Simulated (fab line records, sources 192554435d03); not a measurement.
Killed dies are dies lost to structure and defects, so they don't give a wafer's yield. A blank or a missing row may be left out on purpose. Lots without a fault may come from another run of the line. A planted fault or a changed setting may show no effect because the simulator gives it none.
One fault seen from 2 desks | flow n5_finfet | each desk has only its own numbers; what lay behind them comes last
Where a reading is given only as a bound, like >300, the bound stands for it, and a mean or a difference that rests on one is marked > or <: the true number lies beyond.

THE DEFECT DESK
What the inspections along the route counted, lot by lot: means of the sampled wafers that have a number. A lot is out of limits, marked OUT, if its mean lies more than 4 standard deviations from the usual mean; the brackets give that distance.
Columns: A = raw_defect_count at N5_DUMMY_GATE_INSPECT_27, usual 327; B = raw_defect_count at N5_SPACER0_INSPECT_04, usual 149; C = raw_defect_count at N5_SD_EPI_N_INSPECT_11, usual 2.1; D = raw_defect_count at N5_SD_EPI_N_INSPECT_26, usual 231
lot  | first seen here | A   | B             | C                      | D
L624 | day 4 05:17     | 337 | 145           | 2.3                    | 188
L625 | day 4 10:52     | 339 | 167           | 1.7                    | 208
L626 | day 4 16:52     | 329 | 154           | 2.0                    | 205
L628 | day 5 08:20     | 359 | 162           | 2.3                    | 269
L629 | day 5 12:56     | 281 | 114           | 1.7                    | 201
L639 | day 8 01:15     | 705 | 544 (+11) OUT | >300 (+99 or more) OUT | 620 (+8.5) OUT
L640 | day 8 11:05     | 508 | 214           | 1.7                    | 272
L642 | day 8 19:22     | 190 | 92            | 1.0                    | 192
L641 | day 8 20:16     | 296 | 126           | 3.3                    | 201
This desk's finding: out of limits on L639; first on L639, day 8 01:52 (raw_defect_count at N5_SPACER0_INSPECT_04). In limits: L624, L625, L626, L628, L629, L640, L642, L641.

THE TOOL OWNER'S DESK: rie_si-05
The tool's own readings at N5_DUMMY_GATE_TRIM_49 (chemistry O2, time 29 s, target cd 14 nm): means of the sampled wafers that have a number, for each lot that ran on this tool. A lot is out of limits, marked OUT, if its mean lies more than 4 standard deviations from the usual mean; the brackets give that distance.
Columns: A = drypump_motor_current_A at N5_DUMMY_GATE_TRIM_49, usual 5.7 A; B = oes_product_au at N5_DUMMY_GATE_TRIM_49, usual 0.996 a.u.; C = temp_c at N5_DUMMY_GATE_TRIM_49, usual 20.00 C; D = throttle_valve_pct at N5_DUMMY_GATE_TRIM_49, usual 8.24 %
lot  | first seen here | A   | B     | C     | D
L625 | day 4 09:41     | 6.1 | 1.003 | 19.90 | 8.38
L628 | day 5 07:24     | 6.2 | 1.003 | 20.11 | 8.38
L629 | day 5 12:00     | 6.1 | 0.994 | 20.06 | 8.39
L639 | day 8 00:19     | 6.0 | 1.003 | 20.03 | 8.33
This desk's finding: nothing out of limits on any of the 4 lots.

PUT TOGETHER
The defect desk could have raised an alarm at day 8 01:52, on L639.
The tool owner's desk saw nothing out of limits.
The tool owner's desk has L639 on record, within its limits.
Of the lots named, all ran N5_DUMMY_GATE_TRIM_49 on rie_si-05.

WHAT THE SIMULATOR HAD PUT IN
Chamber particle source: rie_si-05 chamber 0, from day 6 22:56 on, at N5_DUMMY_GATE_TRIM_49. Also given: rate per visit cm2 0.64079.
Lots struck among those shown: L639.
Hours from the fault's start to each desk's first reading out of limits: the defect desk, 27.
